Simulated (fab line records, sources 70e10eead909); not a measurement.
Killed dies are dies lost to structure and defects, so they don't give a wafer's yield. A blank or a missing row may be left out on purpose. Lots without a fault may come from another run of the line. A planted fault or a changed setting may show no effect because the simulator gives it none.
A struck lot beside a sound one | flow nand_harc | 24 steps out of a route of 1302
Sound: wafers L590.2, L590.3, L590.4. Struck: wafer L604.6. (L604.1, L604.2 of the same lot were not struck and are left out.) The cause comes at the end.
At each step with rows: each side's tool, then ch and its chambers, then its first start. Under that, the readings that differ: sound wafers | struck wafers | difference of the means | sigmas: that difference in standard deviations of wafers without a fault.
alike: readings whose means differ by less than 2 such deviations, and words and numbers that are the same on both sides. not compared: withheld readings, readings that some wafer has no value for, bounds like >300 that may hide the same value, and numbers for which the record gives no deviation and whose values overlap.
The two part at a step that has a row with sigmas, a row that says differs or no value, or rows on one side only. Numbers that don't overlap but have no deviation are shown without sigmas and don't part them. A reading that every wafer of one side lacks parts them only if that side has two wafers or more.

NHARC_A_M0_INSPECT_27:
  sound on defect_inspect-02, day 22 18:04; struck on defect_inspect-02, day 29 06:30
  alike: raw_defect_count
NHARC_A_M0_PRE_CLEAN_31: time 12 s.
  sound on pecvd-01 ch 0,2, day 22 18:08; struck on pecvd-02 ch 1, day 29 06:34
  alike: heater_power_outer_w, heater_power_w, susceptor_temp_C
NHARC_A_M0_DEP_32: deposits SiCN, target thk 30 nm.
  sound on pecvd-01 ch 0,2, day 22 18:15; struck on pecvd-02 ch 1, day 29 06:39
  reading              | sound          | struck | difference | sigmas
  showerhead_vpp_V (V) | 1308 1333 1327 | 1188   | -135       | -3
  alike: heater_power_outer_w, heater_power_w, susceptor_temp_C
then, 8 steps without rows for these wafers: NHARC_A_M1_DEP_00 (deposits SiOC, target thk 182.5 nm); NHARC_A_M1_DEHYDRATE_01 (time 120 s); NHARC_A_M1_HMDS_02 (time 30 s); NHARC_A_M1_COAT_34 (time 65 s); NHARC_A_M1_COAT_03 (resist thk 90 nm); NHARC_A_M1_SOFTBAKE_04 (time 55 s); NHARC_A_M1_EBR_05; NHARC_A_M1_EXPOSE_06 (exposes mask A M1, target cd 120 nm).
NHARC_A_M1_PEB_07: peb time 65 s.
  sound on litho_track-01 ch 0, day 22 19:22; struck on litho_track-01 ch 0, day 29 07:49
  reading                  | sound             | struck | difference | sigmas
  heater_power_total_W (W) | 156.9 157.1 156.5 | 177.6  | +20.8      | +51
then, 1 step without rows for these wafers: NHARC_A_M1_DEVELOP_08 (develop time 35 s).
NHARC_A_M1_CD_MEAS_09: target cd 120 nm.
  sound on cd_sem-03 ch 0, day 22 19:27; struck on cd_sem-02 ch 0, day 29 07:54
  reading    | sound             | struck | difference | sigmas
  cd_nm (nm) | 120.7 121.9 121.1 | 112.5  | -8.7       | -14
NHARC_A_M1_OVL_MEAS_10: pitch 240 nm.
  sound on overlay-02, day 22 19:32; struck on overlay-01, day 29 07:59
  reading           | sound          | struck | difference | sigmas
  overlay_x_nm (nm) | -0.2 -0.4 -0.2 | 1.3    | +1.6       | +2
  alike: overlay_y_nm
NHARC_A_M1_INSPECT_11:
  sound on defect_inspect-02, day 22 19:34; struck on defect_inspect-01, day 29 08:01
  alike: raw_defect_count
NHARC_A_M1_DESCUM_14: chemistry O2, time 3 s.
  sound on rie_diel-12 ch 0,2,3, day 22 19:38; struck on rie_diel-03 ch 3, day 29 08:05
  reading                         | sound             | struck | difference | sigmas
  oes_product_au (a.u.)           | 0.997 0.991 0.991 | 1.017  | +0.024     | +3
  showerhead_plenum_p_Torr (Torr) | 1.96 2.02 1.88    | 1.78   | -0.17      | -2
  model.A_M1.cd_nm (nm)           | 121.2 122.8 121.1 | 112.4  | -9.3       |
  alike: drypump_motor_current_A, rf_vpp_V, throttle_valve_pct
  not compared: rf_hours_counter_h
NHARC_A_M1_ETCH_35: etches the open film in N2/H2, target depth 40 nm, overetch 12 nm, time 43.94 s.
  sound on rie_diel-12 ch 1,2,3, day 22 19:43; struck on rie_diel-03 ch 1, day 29 08:10
  reading               | sound             | struck | difference | sigmas
  oes_product_au (a.u.) | 0.995 0.992 0.995 | 1.013  | +0.019     | +2
  alike: drypump_motor_current_A, rf_vpp_V, showerhead_plenum_p_Torr, throttle_valve_pct
  not compared: rf_hours_counter_h
NHARC_A_M1_ETCH_15: etches the open film in C4F8/Ar, target depth 182.5 nm, time 91.2 s.
  sound on rie_diel-12 ch 0,2,3; struck on rie_diel-03 ch 2
  alike: oes_product_au, rf_vpp_V
  not compared: rf_hours_counter_h
NHARC_A_M1_CD_MEAS_16:
  sound on cd_sem-02, day 22 19:56; struck on cd_sem-01, day 29 08:23
  reading    | sound             | struck | difference | sigmas
  cd_nm (nm) | 121.1 122.1 120.7 | 112.7  | -8.6       | -10
NHARC_A_M1_STRIP_18: strips in N2/H2.
  sound on rie_diel-03 ch 1,2,3, day 22 20:01; struck on rie_diel-03 ch 3, day 29 08:31
  reading                | sound                | struck | difference | sigmas
  throttle_valve_pct (%) | 14.165 14.175 14.181 | 14.150 | -0.024     | -3
  alike: drypump_motor_current_A, oes_product_au, rf_vpp_V, showerhead_plenum_p_Torr
  not compared: rf_hours_counter_h
NHARC_A_M1_ETCH_28: etches the open film in CF4/N2, target depth 30 nm, time 72.99 s.
  sound on rie_diel-03 ch 0,1,3; struck on rie_diel-03 ch 3
  reading                | sound                | struck | difference | sigmas
  throttle_valve_pct (%) | 19.793 19.803 19.796 | 19.775 | -0.022     | -3
  model.A_M1.cd_nm (nm)  | 121.7 122.1 122.1    | 112.7  | -9.3       |
  alike: drypump_motor_current_A, oes_product_au, rf_vpp_V, showerhead_plenum_p_Torr
  not compared: rf_hours_counter_h
then, 1 step without rows for these wafers: NHARC_A_M1_STRIP_19 (strips in post etch residue remover, time 600 s).
NHARC_END_SORT_01:
  the record has rows for the struck wafers here (prober-01 ch 0, day 30 21:50) and none for the sound ones

WHERE THEY PART
First at NHARC_A_M0_DEP_32; last, within this record, at NHARC_END_SORT_01.

WHY: what the simulator had put in
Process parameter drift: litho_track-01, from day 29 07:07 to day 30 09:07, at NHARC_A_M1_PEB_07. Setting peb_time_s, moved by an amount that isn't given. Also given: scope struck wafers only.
